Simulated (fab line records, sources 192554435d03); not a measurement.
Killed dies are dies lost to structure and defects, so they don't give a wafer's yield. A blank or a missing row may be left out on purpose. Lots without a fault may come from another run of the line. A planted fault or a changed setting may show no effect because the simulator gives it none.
Chamber matching | flow n5_finfet | N5_PASSIVATION_STRIP_14 on rie_diel-02: 3 sister chambers
The step strips in O2. 3 wafers are shown with their chamber, then 7 later ones without.

WAFERS WITH THEIR CHAMBER
wafer  | chamber | oes_product_au (a.u.)
L956.5 | 2       | 0.71
L961.2 | 1       | 0.72
L961.3 | 3       | 0.87

WAFERS WITHOUT THEIR CHAMBER
wafer  | oes_product_au (a.u.)
L961.5 | 0.68
L965.1 | 0.69
L965.3 | 0.71
L965.6 | 0.69
L967.3 | 0.70
L967.5 | 0.69
L967.6 | 0.86

WHICH CHAMBER EACH WENT THROUGH
wafer  | from the rows above     | in truth
L961.5 | can't be placed: 2 or 1 | 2
L965.1 | can't be placed: 2 or 1 | 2
L965.3 | can't be placed: 2 or 1 | 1
L965.6 | can't be placed: 2 or 1 | 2
L967.3 | can't be placed: 2 or 1 | 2
L967.5 | can't be placed: 2 or 1 | 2
L967.6 | 3                       | 3
Placed correctly: 1 of 7. Can't be placed from these rows: 6 (the true chamber is among the candidates in 6). Placed wrongly: 0.
How it was worked out, from the rows above alone: a wafer's distance from a chamber is the root of the sum, over the readings, of the square of ((its reading less the chamber's mean) divided by the reading's scatter). The wafer belongs to the nearest chamber; if the next one is less than 2 further off, it can't be placed. A chamber's mean is the mean of its shown wafers. The scatter: with one shown wafer a chamber, the root of the mean of the squares of how far each hidden wafer lies from its nearest shown one.
